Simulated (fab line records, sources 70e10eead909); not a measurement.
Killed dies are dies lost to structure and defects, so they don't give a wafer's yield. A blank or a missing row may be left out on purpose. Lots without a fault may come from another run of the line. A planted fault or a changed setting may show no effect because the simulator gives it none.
Chamber matching | flow nand_harc | NHARC_P_M1_PRE_CLEAN_32 on pecvd-04: 3 sister chambers
The step time 12 s. 20 wafers are shown with their chamber, then 10 later ones without.

WAFERS WITH THEIR CHAMBER
wafer  | chamber | heater_power_w (W)
L076.1 | 1       | 559
L076.3 | 0       | 615
L076.4 | 1       | 575
L077.1 | 0       | 567
L077.4 | 0       | 551
L077.6 | 1       | 555
L079.4 | 2       | 622
L079.5 | 1       | 554
L079.6 | 0       | 603
L082.2 | 1       | 563
L082.4 | 1       | 576
L082.6 | 0       | 564
L081.2 | 2       | 630
L081.3 | 0       | 574
L081.4 | 0       | 566
L084.1 | 2       | 539
L084.3 | 0       | 631
L084.5 | 0       | 615
L083.3 | 0       | 567
L083.5 | 0       | 556

SIGNATURES (means of the wafers above)
reading        | chamber 0 | chamber 1 | chamber 2 | scatter within a chamber
heater_power_w | 582.64    | 563.67    | 597.00    | 28
Rule: a wafer's distance from a chamber is the root of the sum, over the readings, of the square of ((its reading less the chamber's mean) divided by the reading's scatter). The wafer belongs to the nearest chamber; if the next one is less than 2 further off, it can't be placed. The scatter: the root of (the sum of the squares of (reading less its chamber's mean) over the shown wafers, divided by (wafers less chambers)).

WAFERS WITHOUT THEIR CHAMBER
wafer  | heater_power_w (W)
L083.6 | 611
L092.2 | 611
L092.5 | 619
L092.6 | 594
L094.1 | 612
L094.5 | 589
L094.6 | 601
L095.1 | 664
L095.2 | 556
L095.6 | 557

WHICH CHAMBER EACH WENT THROUGH
wafer  | from the rows above          | in truth
L083.6 | can't be placed: 2 or 0 or 1 | 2
L092.2 | can't be placed: 2 or 0 or 1 | 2
L092.5 | can't be placed: 2 or 0 or 1 | 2
L092.6 | can't be placed: 2 or 0 or 1 | 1
L094.1 | can't be placed: 2 or 0 or 1 | 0
L094.5 | can't be placed: 0 or 2 or 1 | 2
L094.6 | can't be placed: 2 or 0 or 1 | 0
L095.1 | can't be placed: 2 or 0 or 1 | 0
L095.2 | can't be placed: 1 or 0 or 2 | 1
L095.6 | can't be placed: 1 or 0 or 2 | 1
Placed correctly: 0 of 10. Can't be placed from these rows: 10 (the true chamber is among the candidates in 10). Placed wrongly: 0.
